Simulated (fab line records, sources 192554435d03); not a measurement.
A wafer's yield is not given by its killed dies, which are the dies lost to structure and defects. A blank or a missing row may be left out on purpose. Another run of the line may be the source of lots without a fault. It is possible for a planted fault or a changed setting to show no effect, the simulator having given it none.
One fault seen from 2 desks | flow n5-finfet | each desk has only its own numbers; what lay behind them comes last

## THE TOOL OWNER'S DESK: litho-track-05
The tool's own readings at N5_BEOL_M4_COAT_68 (time 60 s, resist thk 12 nm): means of the sampled wafers that have a number, for each lot that ran on this tool. Any lot whose mean is over 4 standard deviations away from the usual mean is out of limits and marked OUT; that distance is given in the brackets.
Columns: A = chill-plate-temp-C at N5_BEOL_M4_COAT_68, usual 23.01 C; B = spin-speed-rpm at N5_BEOL_M4_COAT_68, usual 1500.0 rpm
lot  | first seen here | A     | B
L602 | day 7 23:02     | 23.21 | 1499.9
L607 | day 9 17:29     | 23.09 | 1501.5
L611 | day 10 02:38    | 22.95 | 1500.0
L613 | day 11 02:32    | 22.90 | 1501.8
L615 | day 11 11:26    | 23.00 | 1499.5
L624 | day 13 16:16    | 22.98 | 1455.3 (-41) OUT
L625 | day 13 18:55    | 23.03 | 1456.1 (-40) OUT
Finding of this desk: L624, L625 out of limits; the first was L624 at day 13 16:16, on spin-speed-rpm at N5_BEOL_M4_COAT_68. L602, L607, L611, L613, L615 stayed within limits.

## FROM THE METROLOGY DESK
What the gauges read, lot by lot, whatever tool the lot ran on: means of the sampled wafers that have a number. Any lot whose mean is over 4 standard deviations away from the usual mean is out of limits and marked OUT; that distance is given in the brackets. 7 of its 11 readings are shown, namely those furthest out on some lot.
Columns: A = M4_OVL at N5_BEOL_M4_OVL_MEAS_12, usual 0.1 nm; B = DIBL_P at N5_BEOL_M4_RC_MEAS_101, usual 35.3 mV/V; C = ION_N at N5_BEOL_M4_RC_MEAS_101, usual 676 uA/um; D = ION_P at N5_BEOL_M4_RC_MEAS_101, usual 463 uA/um; E = SS_P at N5_BEOL_M4_RC_MEAS_101, usual 73.0 mV/dec; F = VT_N at N5_BEOL_M4_RC_MEAS_101, usual 250 mV; G = VT_P at N5_BEOL_M4_RC_MEAS_101, usual -249.8 mV
lot  | first seen here | A    | B    | C   | D   | E    | F   | G
L602 | day 7 22:20     | 0.0  | 39.3 | 697 | 478 | 72.9 | 242 | -246.0
L603 | day 8 08:46     | -0.1 | 34.1 | 680 | 464 | 72.9 | 252 | -249.9
L606 | day 8 13:24     | 1.6  | 36.8 | 671 | 458 | 74.0 | 250 | -250.8
L608 | day 9 07:17     | 0.2  | 38.0 | 666 | 457 | 73.2 | 250 | -249.2
L607 | day 9 16:08     | 0.4  | 37.2 | 688 | 474 | 73.5 | 249 | -247.8
L611 | day 10 02:02    | 0.2  | 34.4 | 680 | 468 | 73.3 | 248 | -250.6
L614 | day 10 19:37    | -0.6 | 37.1 | 680 | 457 | 73.5 | 247 | -249.6
L613 | day 11 01:58    | -0.3 | 37.0 | 684 | 470 | 73.1 | 250 | -247.6
L615 | day 11 10:47    | 0.3  | 36.7 | 692 | 471 | 74.1 | 246 | -248.2
L624 | day 13 15:41    | -0.2 | 32.7 | 670 | 464 | 72.3 | 251 | -251.2
L625 | day 13 18:14    | -0.4 | 34.3 | 656 | 448 | 72.5 | 251 | -251.2
This desk's finding: nothing out of limits on any of the 11 lots.

## PUT TOGETHER
The tool owner's desk had the chance to raise an alarm at day 13 16:16 on L624, L625.
The metrology desk saw nothing out of limits.
The metrology desk has L624, L625 on record, within its limits.
Every lot named ran N5_BEOL_M4_COAT_68 on litho-track-05.

## WHAT WAS PUT IN BY THE SIMULATOR
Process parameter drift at N5_BEOL_M4_COAT_68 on litho-track-05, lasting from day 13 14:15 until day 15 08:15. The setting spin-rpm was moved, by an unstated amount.
Lots struck among those shown: L624, L625.
Each desk's first reading out of limits, in hours after the fault started: the tool owner's desk, 2.
